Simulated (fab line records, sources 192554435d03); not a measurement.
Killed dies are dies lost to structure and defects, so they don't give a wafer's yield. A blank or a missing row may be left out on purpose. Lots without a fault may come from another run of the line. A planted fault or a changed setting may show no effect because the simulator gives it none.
One fault seen from 2 desks | flow n5_finfet | each desk has only its own numbers; what lay behind them comes last

THE TOOL OWNER'S DESK: rie_diel-05
The tool's own readings at N5_BEOL_M8_TRENCH_ETCH_37 (etches SiCOH lowk in C4F6/O2, target depth 93.478 nm, time 31.2 s): means of the sampled wafers that have a number, for each lot that ran on this tool. A lot is out of limits, marked OUT, if its mean lies more than 4 standard deviations from the usual mean; the brackets give that distance.
Columns: A = drypump_motor_current_A at N5_BEOL_M8_TRENCH_ETCH_37, usual 5.7 A; B = oes_product_au at N5_BEOL_M8_TRENCH_ETCH_37, usual 0.84 a.u.; C = rf_vpp_V at N5_BEOL_M8_TRENCH_ETCH_37, usual 671 V; D = run_length_s at N5_BEOL_M8_TRENCH_ETCH_37, usual 54.5 s; E = showerhead_plenum_p_Torr at N5_BEOL_M8_TRENCH_ETCH_37, usual 2.88 Torr; F = throttle_valve_pct at N5_BEOL_M8_TRENCH_ETCH_37, usual 20.83 %
lot  | first seen here | A   | B    | C   | D               | E    | F
L325 | day 12 07:35    | 5.9 | 0.83 | 670 | 54.3            | 2.85 | 20.71
L334 | day 13 21:30    | 5.9 | 0.77 | 676 | 51.6 (-7.5) OUT | 2.91 | 20.77
L338 | day 15 00:25    | 5.6 | 0.77 | 684 | 51.5 (-7.8) OUT | 2.85 | 20.91
This desk's finding: out of limits on L334, L338; first on L334, day 13 21:30 (run_length_s at N5_BEOL_M8_TRENCH_ETCH_37). In limits: L325.

THE METROLOGY DESK
What the gauges read, lot by lot, whatever tool the lot ran on: means of the sampled wafers that have a number. A lot is out of limits, marked OUT, if its mean lies more than 4 standard deviations from the usual mean; the brackets give that distance. Of its 29 readings 7 are shown: the one that was out of limits first, and those that lie furthest out on some lot.
Columns: A = trench_depth_nm at N5_BEOL_M8_OCD_MEAS_38, usual 94.5 nm; B = M8_THK at N5_BEOL_M8_THK_MEAS_53, usual 80.9 nm; C = M8_RS at N5_BEOL_M8_RS_MEAS_57, usual 0.282 ohm/sq; D = COMB_M14 at N5_BEOL_M15_RC_MEAS_101, usual 3.8e-12 S/m; E = COMB_M9 at N5_BEOL_M15_RC_MEAS_101, usual 1.5e-11 S/m; F = SERP_M8 at N5_BEOL_M15_RC_MEAS_101, usual 13.5 ohm/um; G = SERP_M8_max_site at N5_BEOL_M15_RC_MEAS_101, usual 14.1 ohm/um
lot  | first seen here | A               | B               | C                | D       | E       | F               | G
L325 | day 12 07:45    | 92.7            | 79.9            | 0.286            | 4.8e-12 | 1.3e-11 | 13.5            | 13.9
L334 | day 13 21:38    | 85.0 (-5.3) OUT | 71.3 (-4.6) OUT | 0.335 (+6.2) OUT | 1.8e-12 | 1.9e-11 | 16.5 (+4.7) OUT | 17.0 (+4.3) OUT
L338 | day 15 00:34    | 83.8 (-5.9) OUT | 69.0 (-5.6) OUT | 0.356 (+8.5) OUT | 3.0e-12 | 9.0e-12 | 17.1 (+5.5) OUT | 17.9 (+5.7) OUT
L343 | day 15 22:56    | 95.2            | 82.0            | 0.275            | 3.9e-12 | 1.5e-11 | 13.7            | 14.1
This desk's finding: out of limits on L334, L338; first on L334, day 13 21:38 (trench_depth_nm at N5_BEOL_M8_OCD_MEAS_38). In limits: L325, L343.

PUT TOGETHER
The tool owner's desk could have raised an alarm at day 13 21:30, on L334, L338.
The metrology desk could have raised an alarm at day 13 21:38, on L334, L338.
Of the lots named, all ran N5_BEOL_M8_TRENCH_ETCH_37 on rie_diel-05.

WHAT THE SIMULATOR HAD PUT IN
Process parameter drift: rie_diel-05, from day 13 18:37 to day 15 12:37, at N5_BEOL_M8_TRENCH_ETCH_37. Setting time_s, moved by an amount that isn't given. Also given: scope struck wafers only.
Lots struck among those shown: L334, L338.
Hours from the fault's start to each desk's first reading out of limits: the tool owner's desk, 3; the metrology desk, 3.
